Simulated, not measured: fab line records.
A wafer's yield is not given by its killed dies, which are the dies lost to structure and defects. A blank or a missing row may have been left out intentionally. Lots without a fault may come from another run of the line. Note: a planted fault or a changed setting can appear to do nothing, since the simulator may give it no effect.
Split-lot experiment | flow n5Finfet | route with 1938 steps; 7 lots, 21 wafers read

## THE SPLIT
At N5_BEOL_M13_ETCH_67 (etches SiARC in CF4, target depth 143 nm, time 238.3 s), the setting biasW was moved away from the recipe's 36 W on 6 of the 21 wafers read, by -15.7% to +5.3%. This setting was run at the recipe's value on the other wafers.

The reading is taken at the split's own step.

## THE READING
rfVppV, in V, at N5_BEOL_M13_ETCH_67 (etches SiARC in CF4, target depth 143 nm, time 238.3 s). Typical for fault-free wafers on this fab line: 184.7 V, with standard deviation 1 V.

wafer  | tool, chamber at the split | biasW as run, W | against the recipe | rfVppV, V | against lot-mates on the recipe
L076.1 | rieDiel-01, 0              | 36              | recipe             | 184.9     | -
L076.2 | rieDiel-01, 3              | 32.9            | -8.6%              | 175.0     | -9.9
L076.5 | rieDiel-01, 0              | 32.9            | -8.6%              | 173.0     | -11.9
L080.1 | rieDiel-04, 2              | 36              | recipe             | 183.8     | -
L080.3 | rieDiel-04, 0              | 33.95           | -5.7%              | 177.8     | -6.1
L080.6 | rieDiel-04, 0              | 36              | recipe             | 184.1     | -
L089.3 | rieDiel-04, 1              | 36              | recipe             | 185.8     | -
L089.4 | rieDiel-04, 0              | 36              | recipe             | 184.0     | -
L089.5 | rieDiel-04, 3              | 36              | recipe             | 183.0     | -
L094.1 | rieDiel-02, 2              | 30.36           | -15.7%             | 165.4     | -19.1
L094.2 | rieDiel-02, 0              | 36              | recipe             | 184.9     | -
L094.5 | rieDiel-02, 3              | 36              | recipe             | 184.1     | -
L091.2 | rieDiel-04, 0              | 36              | recipe             | 184.3     | -
L091.4 | rieDiel-04, 3              | 36              | recipe             | 183.7     | -
L091.6 | rieDiel-04, 0              | 36              | recipe             | 186.3     | -
L095.2 | rieDiel-02, 0              | 36              | recipe             | 185.0     | -
L095.3 | rieDiel-02, 1              | 36              | recipe             | 186.9     | -
L095.6 | rieDiel-02, 3              | 36              | recipe             | 183.4     | -
L096.2 | rieDiel-04, 2              | 37.91           | +5.3%              | 191.5     | +6.5
L096.4 | rieDiel-04, 0              | 36              | recipe             | 185.0     | -
L096.6 | rieDiel-04, 0              | 37.91           | +5.3%              | 190.1     | +5.1

FIT RESULTS
A straight line over all 21 wafers: rfVppV changes by +1.22 V for each +1% of biasW; r = +0.99; the points scatter about the line by 1 V.
The same after taking each lot's own level away (the mean of its wafers on the recipe; 21 wafers): +1.2 V for each +1%; r = +0.99; scatter 1 V.
The reading moves by 19 V for the largest change in biasW, on that fit.
From 183.95 to 185.10 V: that is the span of the lots' own levels, equal to 1.2 times the standard deviation above.
The two slopes are in agreement: the lot-to-lot level therefore moves the slope only a little.
Check: for one of the wafers moved furthest among these (-15.7%), held out of the fit, the line's prediction against its lot-mates is -18.8 V. It came out at -19.1 V against them.
Tool readings at the split's step, against how far the setting was moved: rfVppV r = +0.99.

## THE OTHER SPLITS THESE WAFERS WENT THROUGH
Note: prior to the reading, these wafers also went through further splits. Each is held against what the fit with the lots' levels taken away leaves over:
other split on the same wafers | wafers away from the commonest value | r with rfVppV (lot level and that fit taken away)
N5_BEOL_M10_ETCH_41 sourceW    | 8                                    | -0.01
N5_BEOL_M11_VIA_ETCH_34 timeS  | 5                                    | +0.02
N5_BEOL_M11_ETCH_41 timeS      | 6                                    | +0.37

## THE FILE'S OWN FIT
rfVppV changes by +1.21 V for each +1% of biasW, r = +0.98.
